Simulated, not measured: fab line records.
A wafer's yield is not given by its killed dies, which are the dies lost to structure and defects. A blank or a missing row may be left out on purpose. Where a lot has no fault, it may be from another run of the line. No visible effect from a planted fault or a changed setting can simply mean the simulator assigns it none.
2 desks looking at one fault | flow n5-finfet | only its own numbers are on each desk; what lay behind them is given at the end

== FOR THE TOOL OWNER'S DESK: pecvd-02 ==
The tool's own readings at N5_BEOL_M5_ILD_DEP_00 (deposits SiCOH lowk from DEMS/porogen, target thk 140.64 nm, time 25.9 s): means of the sampled wafers that have a number, for each lot that ran on this tool. A lot is out of limits, marked OUT, if its mean lies more than 4 standard deviations from the usual mean; the brackets give that distance.
Columns: A = heater-power-w at N5_BEOL_M5_ILD_DEP_00, usual 311 W; B = showerhead-plenum-p-Torr at N5_BEOL_M5_ILD_DEP_00, usual 5.739 Torr; C = throttle-valve-pct at N5_BEOL_M5_ILD_DEP_00, usual 14.2 %
lot  | first seen here | A   | B     | C
L782 | day 10 23:50    | 338 | 5.731 | 14.1
L785 | day 11 07:58    | 335 | 5.734 | 13.8
L787 | day 12 12:34    | 328 | 5.748 | 13.9
L791 | day 12 21:19    | 328 | 5.740 | 13.5
L790 | day 12 21:58    | 288 | 5.731 | 14.2
L794 | day 13 07:00    | 322 | 5.730 | 13.5
This desk found nothing out of limits on any of the 6 lots.

== METROLOGY DESK ==
What the gauges read, lot by lot, whatever tool the lot ran on: means of the sampled wafers that have a number. A lot is out of limits, marked OUT, if its mean lies more than 4 standard deviations from the usual mean; the brackets give that distance. Shown are 7 of the 12 readings it has, namely the first that went out of limits plus those furthest out on some lot.
Columns: A = DIBL_P at N5_BEOL_M4_RC_MEAS_101, usual 35.8 mV/V; B = IOFF_N at N5_BEOL_M4_RC_MEAS_101, usual 0.152 nA/um; C = IOFF_P at N5_BEOL_M4_RC_MEAS_101, usual 0.20 nA/um; D = ION_N at N5_BEOL_M4_RC_MEAS_101, usual 670 uA/um; E = ION_P at N5_BEOL_M4_RC_MEAS_101, usual 459 uA/um; F = VT_N at N5_BEOL_M4_RC_MEAS_101, usual 251 mV; G = M5_ILD_THK at N5_BEOL_M5_THK_MEAS_01, usual 122.3 nm
lot  | first seen here | A    | B     | C    | D   | E   | F   | G
L778 | day 9 13:37     | 35.6 | 0.144 | 0.19 | 672 | 461 | 250 | 122.2
L781 | day 10 22:07    | 36.0 | 0.140 | 0.22 | 664 | 467 | 252 | 121.0
L782 | day 10 22:32    | 36.0 | 0.152 | 0.19 | 666 | 453 | 250 | 122.5
L783 | day 11 01:02    | 33.3 | 0.125 | 0.18 | 659 | 459 | 252 | 122.1
L784 | day 11 05:21    | 34.4 | 0.128 | 0.16 | 655 | 446 | 254 | 118.9
L785 | day 11 06:42    | 35.4 | 0.136 | 0.19 | 666 | 459 | 251 | 121.8
L787 | day 12 11:17    | 36.2 | 0.138 | 0.19 | 656 | 451 | 256 | 122.1
L791 | day 12 20:02    | 35.9 | 0.162 | 0.19 | 672 | 459 | 251 | 123.5
L790 | day 12 20:40    | 39.2 | 0.214 | 0.26 | 690 | 468 | 244 | 81.9 (-27) OUT
L794 | day 13 05:43    | 37.5 | 0.180 | 0.23 | 682 | 462 | 248 | 81.8 (-27) OUT
L798 | day 15 06:24    | 36.4 | 0.168 | 0.23 | 678 | 467 | 249 | 121.2
This desk's result: L790, L794 out of limits, first on L790 (M5_ILD_THK at N5_BEOL_M5_THK_MEAS_01), day 12 22:31. L778, L781, L782, L783, L784, L785, L787, L791, L798: within limits.

== ALL TOGETHER ==
At day 12 22:31 the metrology desk could have sounded an alarm, on L790, L794.
The desk of the tool owner found nothing out of limits.
On record at the tool owner's desk: L790, L794, within its limits.
Of the lots named, all ran N5_BEOL_M5_ILD_DEP_00 on pecvd-02.

== WHAT WAS PUT IN BY THE SIMULATOR ==
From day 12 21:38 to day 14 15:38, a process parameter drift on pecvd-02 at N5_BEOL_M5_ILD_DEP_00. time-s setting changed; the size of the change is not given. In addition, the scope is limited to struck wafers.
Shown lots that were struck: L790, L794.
Time in hours between the start of the fault and the first out-of-limits reading at each desk: metrology desk, 1.
